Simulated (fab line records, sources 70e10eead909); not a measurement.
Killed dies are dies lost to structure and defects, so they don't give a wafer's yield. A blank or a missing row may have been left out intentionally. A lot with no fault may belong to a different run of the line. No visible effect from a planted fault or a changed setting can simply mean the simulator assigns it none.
fab line records	flow nandHarc
record lots=5	wafers=15	lastDay=33
route steps=1302 shown A_ONON_D1@432
lots untouched by any fault: they come from a run of this same line in which no faults occurred
startH: the number of hours between the record's first day and the start of the first shown wafer of the lot	waitH: hours from the lot's prior step to this one	" unchanged from the row above	L1.1+2: a single row standing in for several wafers	- either no value or no given start	* or withheld: withheld	< > ~ a bound
route shown NAME@n: names a module that has steps shown in the file, with the first one's number in the route	usual: mean and standard deviation over wafers with no fault	same: alike in all rows	chamber/n: place in a boat	sites: per-site readings	_std_site: their standard deviation	_edge_site: outer sites' mean less inner sites'	radiusMm: for every site, how far away it sits from the centre of the wafer	mask NAME#n: copy n	behind: the tool/chamber that last shaped the wafer	hold: why the lot went on hold/how many hours it stayed there/how the hold came to an end	device: transistor that didn't switch, given as n, p or np	end of line: the same wafers' tests at the end of the route	step lacking rows: just its recipe	killed: at the first sort, the dies lost to defects and structure; wafer yield is something else	map: per-die view of a wafer (x killed, . not killed, _ where there is no die)
set.NAME: setting as actually run; set.NAME@STEP: the setting as run at that earlier step	model.NAME: the simulator's own value behind a step, which no gauge read
a table for each step, a row for each wafer; lots at some steps of the route
services: the hour from which a tool's chamber was out of use, counted from the record's first day as startH (under 0 if before that day), plus the number of hours and why
## steps
# step NHARC_A_ONON_D1_DEP_12
# recipe targetThkA=10000	n2FlowSccm=2750	n2oFlowSccm=2000	nh3FlowSccm=500	sih4FlowSccm=210	tempC=400
# step NHARC_A_ONON_D1_THK_MEAS_14
# recipe thkMeasGauge=ellipsometry
# usual thkNm=997/11
lot.wafer	tool	chamber	startH	waitH	thkNm
L847.2	filmMetro-01	-	171.22	-	993
L847.3	"	-	"	"	993
L847.5	"	-	"	"	993
L853.2	filmMetro-01	-	233.47	-	995
L853.4	"	-	"	"	995
L853.6	"	-	"	"	995
L861.1	filmMetro-02	-	322.62	-	990
L861.3	"	-	"	"	991
L861.6	"	-	"	"	990
L863.4	filmMetro-01	-	331.84	-	993
L863.5	"	-	"	"	993
L863.6	"	-	"	"	991
L868.2	filmMetro-01	-	380.13	-	981
L868.3	"	-	"	"	982
L868.5	"	-	"	"	981
# step NHARC_A_ONON_D1_ANNEAL_15
# recipe tempC=750	timeS=3600
# step NHARC_A_ONON_D1_DEP_16
# recipe targetThkA=10000	n2FlowSccm=2750	n2oFlowSccm=2000	nh3FlowSccm=500	sih4FlowSccm=210	tempC=400
# step NHARC_A_ONON_D1_THK_MEAS_18
# recipe thkMeasGauge=ellipsometry
# usual thkNm=1001/10
lot.wafer	tool	chamber	startH	waitH	thkNm
L847.2	filmMetro-02	-	178.92	-	996
L847.3	"	-	"	"	996
L847.5	"	-	"	"	995
L853.2	filmMetro-02	-	241.11	-	999
L853.4	"	-	"	"	999
L853.6	"	-	"	"	999
L861.1	filmMetro-01	-	330.77	-	1010
L861.3	"	-	"	"	1010
L861.6	"	-	"	"	1009
L863.4	filmMetro-02	-	339.21	-	1010
L863.5	"	-	"	"	1012
L863.6	"	-	"	"	1013
L868.2	filmMetro-01	-	387.90	-	1020
L868.3	"	-	"	"	1022
L868.5	"	-	"	"	1024
# step NHARC_A_ONON_D1_DEP_19
# recipe targetThkA=10000	n2FlowSccm=2750	n2oFlowSccm=2000	nh3FlowSccm=500	sih4FlowSccm=210	tempC=400
# step NHARC_A_ONON_D1_THK_MEAS_21
# recipe thkMeasGauge=ellipsometry
# usual thkNm=1000/10
lot.wafer	tool	chamber	startH	waitH	thkNm
L847.2	filmMetro-02	-	179.49	-	1011
L847.3	"	-	"	"	1009
L847.5	"	-	"	"	1011
L853.2	filmMetro-01	-	241.67	-	998
L853.4	"	-	"	"	1002
L853.6	"	-	"	"	1003
L861.1	filmMetro-02	-	331.35	-	997
L861.3	"	-	"	"	997
L861.6	"	-	"	"	997
L863.4	filmMetro-01	-	339.77	-	1013
L863.5	"	-	"	"	1013
L863.6	"	-	"	"	1012
L868.2	filmMetro-02	-	388.46	-	983
L868.3	"	-	"	"	983
L868.5	"	-	"	"	979
# step NHARC_A_ONON_D1_DEP_22
# recipe targetThkA=10000	n2FlowSccm=2750	n2oFlowSccm=2000	nh3FlowSccm=500	sih4FlowSccm=210	tempC=400
# step NHARC_A_ONON_D1_THK_MEAS_24
# recipe thkMeasGauge=ellipsometry
# usual thkNm=998/9.8
lot.wafer	tool	chamber	startH	waitH	thkNm
L847.2	filmMetro-02	-	180.05	-	997
L847.3	"	-	"	"	997
L847.5	"	-	"	"	998
L853.2	filmMetro-02	-	242.23	-	991
L853.4	"	-	"	"	992
L853.6	"	-	"	"	993
L861.1	filmMetro-02	-	331.91	-	1010
L861.3	"	-	"	"	1009
L861.6	"	-	"	"	1008
L863.4	filmMetro-02	-	340.33	-	987
L863.5	"	-	"	"	984
L863.6	"	-	"	"	986
L868.2	filmMetro-01	-	389.03	-	1013
L868.3	"	-	"	"	1014
L868.5	"	-	"	"	1012
# step NHARC_A_ONON_D1_DEP_25
# recipe targetThkA=10000	n2FlowSccm=2750	n2oFlowSccm=2000	nh3FlowSccm=500	sih4FlowSccm=210	tempC=400
# step NHARC_A_ONON_D1_THK_MEAS_27
# recipe thkMeasGauge=ellipsometry
# usual thkNm=1002/11
lot.wafer	tool	chamber	startH	waitH	thkNm
L847.2	filmMetro-02	-	180.62	-	1020
L847.3	"	-	"	"	1022
L847.5	"	-	"	"	1020
L853.2	filmMetro-02	-	242.79	-	995
L853.4	"	-	"	"	994
L853.6	"	-	"	"	993
L861.1	filmMetro-02	-	332.48	-	1000
L861.3	"	-	"	"	999
L861.6	"	-	"	"	1000
L863.4	filmMetro-02	-	340.90	-	995
L863.5	"	-	"	"	994
L863.6	"	-	"	"	995
L868.2	filmMetro-01	-	389.59	-	1007
L868.3	"	-	"	"	1008
L868.5	"	-	"	"	1008
# step NHARC_A_ONON_D1_DEP_28
# recipe targetThkA=10000	n2FlowSccm=2750	n2oFlowSccm=2000	nh3FlowSccm=500	sih4FlowSccm=210	tempC=400
lot.wafer	tool	chamber	startH	waitH
L847.2+3+5	pecvdOnon-04	0	180.73	0.1
L853.2+4+6	pecvdOnon-02	0	242.91	0.1
L861.1+3+6	pecvdOnon-02	0	332.53	0.1
L863.4+5+6	pecvdOnon-01	0	341.13	0.2
L868.2+3+5	pecvdOnon-02	0	389.71	0.1
# step NHARC_A_ONON_D1_THK_MEAS_30
# recipe thkMeasGauge=ellipsometry
# usual thkNm=998/7.6
lot.wafer	tool	chamber	startH	waitH	thkNm
L847.2	filmMetro-01	-	181.19	-	988
L847.3	"	-	"	"	987
L847.5	"	-	"	"	987
L853.2	filmMetro-01	-	243.35	-	991
L853.4	"	-	"	"	991
L853.6	"	-	"	"	989
L861.1	filmMetro-02	-	333.04	-	994
L861.3	"	-	"	"	996
L861.6	"	-	"	"	1026
L863.4	filmMetro-01	-	341.47	-	996
L863.5	"	-	"	"	997
L863.6	"	-	"	"	997
L868.2	filmMetro-01	-	390.16	-	1008
L868.3	"	-	"	"	1008
L868.5	"	-	"	"	1007
# step NHARC_A_ONON_D1_DEP_33
# recipe targetThkA=2000	tempC=400	pressureTorr=6.5	rfW=900	teosFlowSccm=161.4	flowSccm=2650	targetThkNm=200	gas=O2	material=SiO2
# usual heaterPowerW=545/79	throttleValvePct=15.5/0.52
lot.wafer	tool	chamber	startH	waitH	heaterPowerW	throttleValvePct
L847.3	pecvd-04	2	181.38	0.2	493	14.9
L847.2	"	0	"	"	510	15.4
L847.5	"	2	"	"	493	15.2
L853.2	pecvd-02	1	243.46	0.1	513	16.1
L853.4	"	1	"	"	523	15.8
L853.6	"	2	"	"	655	14.6
L861.1	pecvd-02	2	333.10	0.1	636	14.5
L861.3	"	0	"	"	392	15.9
L861.6	"	1	"	"	524	15.9
L863.5	pecvd-03	1	341.66	0.2	472	16.4
L863.6	"	2	"	"	676	15.9
L863.4	"	0	"	"	518	15.7
L868.3	pecvd-02	1	390.22	0.1	470	16.0
L868.2	"	2	"	"	534	14.7
L868.5	"	2	"	"	555	15.0
## services
tool	chamber	startH	hours	kind
pecvdOnon-04	-	160.95	3.4	repair
pecvd-02	1	163.86	18.8	repair
pecvd-02	-	182.63	2.3	repair
pecvdOnon-02	-	185.00	13.0	pm
pecvd-03	-	185.04	13.0	pm
pecvd-02	-	227.14	13.0	pm
pecvd-02	0	227.14	13.0	ventCycle
pecvd-02	1	227.14	13.0	ventCycle
pecvd-02	2	227.14	13.0	ventCycle
pecvd-02	0	240.14	-	clean
pecvd-02	1	240.14	-	clean
pecvd-02	2	240.14	-	clean
pecvd-04	-	269.00	13.0	pm
pecvdOnon-01	-	269.29	13.0	pm
pecvd-03	0	281.05	4.7	repair
pecvdOnon-02	-	289.74	1.6	repair
pecvd-04	-	292.01	1.3	repair
pecvdOnon-04	-	311.63	13.0	pm
pecvd-04	-	332.01	2.2	repair
pecvdOnon-01	-	356.32	0.0	repair
pecvdOnon-02	-	366.00	13.0	pm
pecvd-03	-	366.04	13.0	pm
pecvd-02	-	372.54	2.8	repair
pecvd-04	0	377.92	6.2	repair
## key
firstSign step=NHARC_A_ONON_D1_THK_MEAS_30	reading=thkNm	direction=up	sigmas=3.7	usual=998	struck=1026
effect none on later readings
metAt NHARC_A_ONON_D1_DEP_28
struckWafers L861.6
sortLeftOut L861.6
testerLeftOut L861
onsetBetween 242.91 332.53
fault kind=processParameterDrift	tool=pecvdOnon-02	chamber=-	onsetH=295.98	steps=NHARC_A_ONON_D1_DEP_28	channel=targetThkA	offset=*	shape=step	endH=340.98	scope=struckWafersOnly	actsIn=*	stated=*
# testerLeftOut: of these lots the tester's yield and bins aren't shown, on N5 and GAA mostly nor the transistor test; their killed dies are dies lost to structure and defects alone, not to doping, threshold or leakage, so they don't give the yield
# sortLeftOut: the simulated sort isn't trusted on such a fault, so these wafers' sort isn't shown, and their yield isn't known
